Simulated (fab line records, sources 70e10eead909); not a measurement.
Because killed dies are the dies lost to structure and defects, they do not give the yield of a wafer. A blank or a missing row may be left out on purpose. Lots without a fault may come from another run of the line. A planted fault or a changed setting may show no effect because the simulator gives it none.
fab line records	flow nand_harc
record: lots: 5	wafers: 15	last_day: 24
route steps=1159 shown P_ZERO_WELL@14 END@1159
lots that met no fault: taken from a fault-free run of the same line
start_h: hours from the record's opening day to when the first of the lot's shown wafers began	wait_h: how many hours have passed since the lot's step before this one	" unchanged from the row above	L1.1+2: a row that stands for several wafers	- value missing, or start not given	* or withheld: withheld	< > ~ a bound
route shown NAME@n: NAME is a module with steps in the file, n the number in the route of the first one	usual: the fault-free wafers' mean and standard deviation	same: alike in all rows	chamber/n: place in a boat	sites: readings site by site	_std_site: their standard deviation	_edge_site: mean of outer sites minus mean of inner sites	radius_mm: how far each site lies from the wafer's centre	mask NAME#n: copy n	behind: the tool/chamber that last shaped the wafer	hold: cause of the lot's hold/its duration in hours/its outcome	device: transistor that didn't switch, given as n, p or np	end of line: the route-end tests of the same wafers	step lacking rows: just its recipe	killed: the dies lost at the first sort to structure and to defects; this is not the yield of the wafer	map: the dies of a wafer, with x for killed, . for not killed, _ for no die there
set.NAME: the setting as run; set.NAME@STEP: as run at that earlier step	model.NAME: the simulator's own value behind a step, which no gauge read
lots seen at some steps along the route; tables by step, rows by wafer
services: when a tool's chamber went out of use (start_h, in hours from the record's first day, below 0 if earlier), for how many hours, and the reason
== steps ==
step: NHARC_P_ZERO_WELL_CD_MEAS_11
recipe: target_cd_nm: 500	landing_energy_ev: 500
usual: cd_nm: 499.9/2.4
lot.wafer	tool	chamber	start_h	wait_h	cd_nm
L238.3	cd_sem-02	0	19.29	-	495.4
L238.4	"	0	"	"	499.0
L238.5	"	0	"	"	497.7
L246.4	cd_sem-03	0	67.59	-	501.5
L246.5	"	0	"	"	501.8
L246.6	"	0	"	"	501.0
L252.2	cd_sem-02	0	103.24	-	501.2
L252.3	"	0	"	"	502.8
L252.6	"	0	"	"	502.2
L257.1	cd_sem-01	0	133.11	-	500.9
L257.3	"	0	"	"	496.8
L257.6	"	0	"	"	501.5
L258.2	cd_sem-02	0	139.24	-	494.5
L258.3	"	0	"	"	500.1
L258.6	"	0	"	"	494.9
step: NHARC_P_ZERO_WELL_HARDBAKE_12
recipe: temp_c: 118	time_s: 65
step: NHARC_P_ZERO_WELL_DESCUM_13
recipe: time_s: 3	o2_flow_sccm: 200	ar_flow_sccm: 0	bias_power_w: 0	chemistry: O2
usual: drypump_motor_current_A: 5.6/0.58	oes_product_au: 1.000/0.0086	rf_vpp_V: 57.6/0.8	showerhead_plenum_p_Torr: 1.91/0.091	throttle_valve_pct: 11.312/0.0087
same: time_s: 3
lot.wafer	tool	chamber	start_h	wait_h	drypump_motor_current_A	oes_product_au	rf_hours_counter_h	rf_vpp_V	showerhead_plenum_p_Torr	throttle_valve_pct
L238.4	rie_diel-05	1	19.45	-	6.8	0.991	0.6	57.9	1.93	11.311
L238.3	"	2	"	"	4.6	1.018	0.4	58.8	2.07	11.310
L238.5	"	1	"	"	6.7	1.008	-	57.5	1.93	11.309
L246.4	rie_diel-12	3	67.76	-	5.2	0.999	2.6	57.9	1.91	11.310
L246.5	"	0	"	"	6.1	0.990	-	58.4	1.85	11.332
L246.6	"	1	"	"	6.0	1.004	-	57.7	1.79	11.310
L252.2	rie_diel-12	0	103.40	-	6.1	0.981	4.6	57.2	1.85	11.313
L252.3	"	3	"	"	5.1	0.992	4.6	55.9	1.91	11.312
L252.6	"	0	"	"	6.1	0.983	-	57.9	1.85	11.316
L257.3	rie_diel-12	2	133.27	-	5.2	1.005	7.1	57.9	1.79	11.302
L257.1	"	3	"	"	5.2	0.989	6.2	56.8	1.91	11.310
L257.6	"	2	"	"	5.2	1.009	-	57.0	1.79	11.321
L258.3	rie_diel-12	2	139.39	-	5.2	0.999	7.9	57.4	1.79	11.323
L258.2	"	3	"	"	5.2	0.980	6.7	57.7	1.91	11.301
L258.6	"	3	"	"	5.2	0.987	-	58.2	1.91	11.322
step: NHARC_P_ZERO_WELL_ETCH_65
recipe: target_depth_a: 800	overetch_a: 240	time_s: 87.88	ion_energy_ev: 200	n2_flow_sccm: 150	h2_flow_sccm: 150	ar_flow_sccm: 0	rf_w: 400	bias_w: 150	chemistry: N2/H2
usual: drypump_motor_current_A: 5.6/0.59	h2_flow_sccm: 150.0/0.48	oes_product_au: 1.000/0.0087	rf_vpp_V: 430.6/2.7	showerhead_plenum_p_Torr: 2.04/0.1	throttle_valve_pct: 14.171/0.0093
same: time_s: 87.88
lot.wafer	tool	chamber	start_h	wait_h	drypump_motor_current_A	h2_flow_sccm	oes_product_au	rf_hours_counter_h	rf_vpp_V	showerhead_plenum_p_Torr	throttle_valve_pct
L238.4	rie_diel-05	3	19.53	0.1	6.6	149.8	0.999	0.4	430.9	2.05	14.169
L238.3	"	0	"	"	6.1	149.9	0.994	0.6	432.0	2.07	14.184
L238.5	"	3	"	"	6.5	150.5	1.000	-	431.8	2.05	14.161
L246.4	rie_diel-12	3	67.83	0.1	5.2	150.9	0.996	2.6	430.6	2.04	14.160
L246.5	"	1	"	"	6.0	150.1	1.010	-	426.0	1.91	14.199
L246.6	"	2	"	"	5.2	150.3	1.001	-	427.2	1.90	14.172
L252.2	rie_diel-12	2	103.49	0.1	5.2	150.2	1.007	5.1	427.7	1.90	14.165
L252.3	"	3	"	"	5.2	148.9	0.995	4.7	430.7	2.04	14.169
L252.6	"	0	"	"	6.1	149.7	0.980	-	428.6	1.97	14.163
L257.3	rie_diel-12	1	133.35	0.1	6.0	150.6	1.009	7.2	426.3	1.91	14.183
L257.1	"	3	"	"	5.2	150.4	0.992	6.2	431.4	2.04	14.164
L257.6	"	1	"	"	6.0	150.9	0.981	-	426.9	1.91	14.171
L258.2	rie_diel-12	3	139.48	0.1	5.2	150.2	0.995	6.7	430.2	2.04	14.159
L258.3	"	0	"	"	6.1	150.0	0.979	6.6	427.2	1.97	14.175
L258.6	"	0	"	"	6.1	149.8	0.990	-	427.8	1.97	14.195
step: NHARC_P_ZERO_WELL_ETCH_62
recipe: target_depth_a: 130	time_s: 6.5	chf3_flow_sccm: 50	ar_flow_sccm: 200	rf_w: 500	bias_w: 200	chemistry: CHF3/Ar
usual: chf3_flow_sccm: 50.01/0.14	drypump_motor_current_A: 5.6/0.58	oes_product_au: 0.965/0.019	rf_vpp_V: 370.7/2.4	showerhead_plenum_p_Torr: 2.34/0.11	throttle_valve_pct: 20.218/0.0091
same: time_s: 6.5
lot.wafer	tool	chamber	start_h	wait_h	chf3_flow_sccm	drypump_motor_current_A	oes_product_au	rf_hours_counter_h	rf_vpp_V	showerhead_plenum_p_Torr	throttle_valve_pct
L238.3	rie_diel-05	1	-	-	50.22	6.8	0.954	0.6	370.7	2.36	20.223
L238.4	"	3	"	"	50.23	6.5	0.971	0.5	370.6	2.35	20.211
L238.5	"	1	"	"	50.00	6.7	0.951	-	370.6	2.36	20.225
L246.4	rie_diel-12	1	-	-	50.05	6.0	0.976	3.2	366.9	2.20	20.209
L246.5	"	1	"	"	49.82	6.0	0.974	-	369.2	2.20	20.220
L246.6	"	2	"	"	49.76	5.2	0.991	-	367.3	2.20	20.204
L252.3	rie_diel-12	0	-	-	50.16	6.1	0.948	4.7	370.0	2.27	20.214
L252.2	"	1	"	"	50.08	6.0	0.958	5.3	367.8	2.20	20.199
L252.6	"	3	"	"	50.03	5.2	0.977	-	371.3	2.34	20.201
L257.3	rie_diel-12	0	-	-	50.19	6.1	0.910	6.2	369.8	2.27	20.224
L257.1	"	3	"	"	49.84	5.1	0.928	6.2	371.8	2.34	20.219
L257.6	"	1	"	"	49.90	6.0	0.923	-	370.1	2.20	20.224
L258.3	rie_diel-12	2	-	-	49.79	5.2	0.963	7.9	368.1	2.20	20.214
L258.2	"	0	"	"	49.89	6.1	0.964	6.7	368.9	2.27	20.231
L258.6	"	2	"	"	49.97	5.2	0.956	-	366.1	2.20	20.224
step: NHARC_P_ZERO_WELL_ETCH_63
recipe: target_depth_a: 1200	time_s: 40.1	hbr_flow_sccm: 150	cl2_flow_sccm: 50	rf_w: 400	icp_w: 400	bias_w: 100	chemistry: HBr/Cl2
usual: drypump_motor_current_A: 5.8/0.45	hbr_flow_sccm: 150.0/0.47	oes_product_au: 0.996/0.0087	throttle_valve_pct: 26.406/0.0085
same: time_s: 40.1
lot.wafer	tool	chamber	start_h	wait_h	drypump_motor_current_A	hbr_flow_sccm	oes_product_au	rf_hours_counter_h	throttle_valve_pct
L238.3	rie_si-03	1	19.70	-	5.7	149.4	1.011	0.3	26.398
L238.4	"	3	"	"	5.5	149.6	0.992	0.4	26.408
L238.5	"	1	"	"	5.7	149.1	1.005	-	26.399
L246.4	rie_si-02	3	68.03	-	5.4	149.9	1.003	0.2	26.405
L246.6	"	0	"	"	6.2	150.0	0.995	-	26.408
L246.5	"	1	"	"	5.4	150.0	1.001	-	26.398
L252.2	rie_si-02	0	103.68	-	6.2	149.8	1.006	0.5	26.409
L252.3	"	1	"	"	5.5	150.8	0.988	0.5	26.412
L252.6	"	2	"	"	6.3	149.6	1.002	-	26.390
L257.3	rie_si-02	3	133.54	-	5.4	150.7	0.996	0.7	26.414
L257.1	"	0	"	"	6.2	149.4	1.004	0.8	26.423
L257.6	"	2	"	"	6.2	150.1	1.007	-	26.421
L258.2	rie_si-03	2	139.65	-	5.3	150.7	0.996	1.5	26.418
L258.3	"	1	"	"	5.7	149.7	0.997	1.7	26.413
L258.6	"	2	"	"	5.3	149.9	1.012	-	26.415
step: NHARC_P_ZERO_WELL_STRIP_15
recipe: time_s: 900	temp_c: 130	chemistry: SPM
step: NHARC_P_ZERO_WELL_DEHYDRATE_16
recipe: temp_c: 150	time_s: 120
step: NHARC_P_ZERO_WELL_HMDS_17
recipe: time_s: 30
step: NHARC_P_ZERO_WELL_COAT_18
recipe: spin_rpm: withheld
step: NHARC_P_ZERO_WELL_SOFTBAKE_19
recipe: temp_c: 122	time_s: 95
step: NHARC_P_ZERO_WELL_EBR_20
step: NHARC_P_ZERO_WELL_EXPOSE_21
recipe: na: 0.6	target_cd_nm: 720	dose_mj: 22.31	mask_id: P_NWELL
same: na: 0.6
lot.wafer	tool	chamber	start_h	wait_h	mask
L238.3+4+5	krf_scanner-04	0	20.48	-	P_NWELL#0
L246.4+5+6	krf_scanner-03	0	68.79	-	P_NWELL#0
L252.2+3+6	krf_scanner-04	0	104.43	-	P_PWELL#0
L257.1+3+6	krf_scanner-02	0	134.20	-	P_NWELL#0
L258.2+3+6	krf_scanner-03	0	140.44	-	P_NWELL#0
step: NHARC_P_ZERO_WELL_PEB_22
recipe: peb_temp_c: 118	peb_time_s: 85
step: NHARC_P_ZERO_WELL_DEVELOP_23
recipe: time_s: 70
step: NHARC_P_ZERO_WELL_CD_MEAS_24
recipe: target_cd_nm: 720	landing_energy_ev: 500
usual: cd_nm: 720.7/2.3
lot.wafer	tool	chamber	start_h	wait_h	cd_nm
L238.3	cd_sem-03	0	20.63	-	722.7
L238.4	"	0	"	"	721.4
L238.5	"	0	"	"	719.0
L246.4	cd_sem-03	0	68.94	-	722.8
L246.5	"	0	"	"	725.5
L246.6	"	0	"	"	720.6
L252.2	cd_sem-02	0	104.58	-	-
L252.3	"	0	"	"	-
L252.6	"	0	"	"	-
L257.1	cd_sem-03	0	134.35	-	722.0
L257.3	"	0	"	"	722.4
L257.6	"	0	"	"	723.4
L258.2	cd_sem-02	0	140.60	-	722.8
L258.3	"	0	"	"	723.0
L258.6	"	0	"	"	723.5
step: NHARC_P_ZERO_WELL_HARDBAKE_25
recipe: temp_c: 125	time_s: 80
step: NHARC_END_SORT_01
recipe: temp_c: 25
usual: killed_at_array: 27/8.8	killed_at_other: 0.4/0.82	killed_at_periphery: 3.1/2.1	killed_dies: 31/8.8	killed_open: 3.3/2	killed_short: 2.0/1.4
same: gross_dies: 677
lot.wafer	tool	chamber	start_h	wait_h	killed_at_array	killed_at_other	killed_at_periphery	killed_dies	killed_open	killed_short
L252.2	prober-02	0	525.64	2.8	23	0	654	677	4	3
L252.3	prober-02	0	526.45	3.1	19	0	658	677	2	1
L252.6	prober-02	0	528.87	4.0	27	0	650	677	2	3
killed by level:class
L252.2 P_ZERO_WELL:area_expose=652 A_CHANNEL_HOLE_D1:chamber_film_flake=15 A_ONON_D1:geometric_particle:open=2 P_GATE:chamber_film_flake=2 A_SOURCE_PLATE:geometric_particle:short=1 A_ONON_D1:geometric_particle:short=1 A_CHANNEL_FILL_D1:geometric_particle:short=1 A_CHANNEL_FILL_D1:geometric_particle:open=1
L252.3 P_ZERO_WELL:area_expose=656 A_CHANNEL_HOLE_D1:chamber_film_flake=13 A_CONTACT:chamber_film_flake=2 P_CONTACT:geometric_particle:open=1 A_CHANNEL_FILL_D1:geometric_particle:open=1 A_CONTACT:geometric_particle:short=1 P_GATE:chamber_film_flake=1 A_STAIRCASE:chamber_film_flake=1
L252.6 P_ZERO_WELL:area_expose=646 A_CHANNEL_HOLE_D1:chamber_film_flake=18 P_GATE:chamber_film_flake=4 A_WL_FILL:chamber_film_flake=2 A_SOURCE_PLATE:geometric_particle:short=1 A_ONON_D1:geometric_particle:open=1 A_CHANNEL_HOLE_D1:geometric_particle:open=1 A_CHANNEL_FILL_D1:geometric_particle:short=1
map L252.2 (x killed, . not)
____________x____________
_________xxxxxxx_________
_______xxxxxxxxxxx_______
______xxxxxxxxxxxxx______
_____xxxxxxxxxxxxxxx_____
____xxxxxxxxxxxxxxxxx____
____xxxxxxxxxxxxxxxxx____
___xxxxxxxxxxxxxxxxxxx___
___xxxxxxxxxxxxxxxxxxx___
__xxxxxxxxxxxxxxxxxxxxx__
__xxxxxxxxxxxxxxxxxxxxx__
_xxxxxxxxxxxxxxxxxxxxxxx_
_xxxxxxxxxxxxxxxxxxxxxxx_
_xxxxxxxxxxxxxxxxxxxxxxx_
_xxxxxxxxxxxxxxxxxxxxxxx_
_xxxxxxxxxxxxxxxxxxxxxxx_
xxxxxxxxxxxxxxxxxxxxxxxxx
xxxxxxxxxxxxxxxxxxxxxxxxx
xxxxxxxxxxxxxxxxxxxxxxxxx
xxxxxxxxxxxxxxxxxxxxxxxxx
xxxxxxxxxxxxxxxxxxxxxxxxx
_xxxxxxxxxxxxxxxxxxxxxxx_
_xxxxxxxxxxxxxxxxxxxxxxx_
_xxxxxxxxxxxxxxxxxxxxxxx_
_xxxxxxxxxxxxxxxxxxxxxxx_
_xxxxxxxxxxxxxxxxxxxxxxx_
__xxxxxxxxxxxxxxxxxxxxx__
__xxxxxxxxxxxxxxxxxxxxx__
___xxxxxxxxxxxxxxxxxxx___
___xxxxxxxxxxxxxxxxxxx___
____xxxxxxxxxxxxxxxxx____
____xxxxxxxxxxxxxxxxx____
_____xxxxxxxxxxxxxxx_____
______xxxxxxxxxxxxx______
_______xxxxxxxxxxx_______
_________xxxxxxx_________
____________x____________
map L238.5 (x killed, . not)
____________.____________
_________......._________
_______..........._______
______x............______
_____..............._____
____.................____
____....xx...........____
___.........x.........___
___...x..x.........x..___
__....................x__
__....x................__
_......................._
_......................._
_......................x_
_...............x......x_
_......x........x......._
.......................x.
........xx.......x.......
.........................
.....................x...
..........x..............
_......................._
_......................._
_......................._
_.............x........._
_......................._
__.x...................__
__.....................__
___.............x.....___
___..................x___
____...............x.____
____.................____
_____.........x.x..._____
______.............______
_______..........._______
_________......._________
____________.____________
== services ==
tool	chamber	start_h	hours	kind
krf_scanner-03	-	-4.00	4.0	pm
rie_diel-12	0	4.53	-	clean
rie_diel-12	1	4.53	-	clean
rie_diel-12	2	4.53	-	clean
rie_diel-12	3	4.53	-	clean
rie_diel-12	0	13.30	19.4	repair
rie_diel-12	-	25.56	9.0	pm
rie_diel-12	1	25.56	9.0	vent_cycle
rie_diel-12	2	25.56	9.0	vent_cycle
rie_diel-12	3	25.56	9.0	vent_cycle
rie_diel-05	3	28.73	5.1	repair
rie_si-02	-	34.00	9.0	pm
rie_diel-12	0	34.56	-	clean
rie_diel-05	2	37.78	3.4	repair
krf_scanner-02	-	38.01	4.0	pm
rie_diel-05	3	38.33	58.7	repair
krf_scanner-02	-	45.29	8.5	repair
krf_scanner-02	-	54.83	1.8	repair
krf_scanner-02	-	67.81	0.3	repair
rie_diel-12	2	74.78	3.8	repair
rie_si-02	0	77.47	2.4	repair
rie_diel-05	-	107.43	0.3	repair
krf_scanner-04	-	127.01	4.0	pm
rie_si-02	1	130.77	3.4	repair
== key ==
first_sign: step: NHARC_P_ZERO_WELL_EXPOSE_21	reading: mask	direction: changed
effect: step: NHARC_P_ZERO_WELL_CD_MEAS_24	reading: cd_nm	direction: missing
effect: step: NHARC_END_SORT_01	reading: killed_at_periphery	direction: up	sigmas: 99+	usual: 3.1	struck: 654
more_kills_born_at: NHARC_P_ZERO_WELL_EXPOSE_21@krf_scanner-04: 1954
met_at NHARC_P_ZERO_WELL_EXPOSE_21
struck_wafers L252.2,L252.3,L252.6
later_rows_left_out L252.2,L252.3,L252.6
tester_left_out L252
onset_between 20.48 104.43
fault: kind: wrong_mask	tool: any	chamber: -	onset_h: 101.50	steps: NHARC_P_ZERO_WELL_EXPOSE_21	aux_copy: P_PWELL#0	scope: struck_lots_only
tester_left_out: of these lots the tester's yield and bins aren't shown, on N5 and GAA mostly nor the transistor test; their killed dies are dies lost to structure and defects alone, not to doping, threshold or leakage, so they don't give the yield
later_rows_left_out: the simulator's readings of these wafers behind a module that went badly wrong aren't trusted and aren't shown, but for the sort
